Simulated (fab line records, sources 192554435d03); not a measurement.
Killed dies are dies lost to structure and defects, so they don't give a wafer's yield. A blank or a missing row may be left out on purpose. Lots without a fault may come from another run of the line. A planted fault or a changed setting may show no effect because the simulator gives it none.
Chamber matching | flow n5_finfet | N5_BEOL_M5_STRIP_36 on rie_diel-01: 3 sister chambers
The step strips in N2/H2. 3 wafers are shown with their chamber, then 7 later ones without.

WAFERS WITH THEIR CHAMBER
wafer  | chamber | throttle_valve_pct (%)
L079.4 | 0       | 24.0
L086.2 | 3       | 24.6
L086.4 | 2       | 23.8

WAFERS WITHOUT THEIR CHAMBER
wafer  | throttle_valve_pct (%)
L086.6 | 24.6
L092.2 | 24.6
L092.4 | 23.8
L092.6 | 23.8
L097.2 | 24.6
L097.4 | 23.9
L097.5 | 23.7

WHICH CHAMBER EACH WENT THROUGH
wafer  | from the rows above     | in truth
L086.6 | 3                       | 3
L092.2 | 3                       | 3
L092.4 | 2                       | 2
L092.6 | 2                       | 2
L097.2 | 3                       | 3
L097.4 | can't be placed: 2 or 0 | 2
L097.5 | 2                       | 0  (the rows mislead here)
Placed correctly: 5 of 7. Can't be placed from these rows: 1 (the true chamber is among the candidates in 1). Placed wrongly: 1.
How it was worked out, from the rows above alone: a wafer's distance from a chamber is the root of the sum, over the readings, of the square of ((its reading less the chamber's mean) divided by the reading's scatter). The wafer belongs to the nearest chamber; if the next one is less than 2 further off, it can't be placed. A chamber's mean is the mean of its shown wafers. The scatter: with one shown wafer a chamber, the root of the mean of the squares of how far each hidden wafer lies from its nearest shown one.
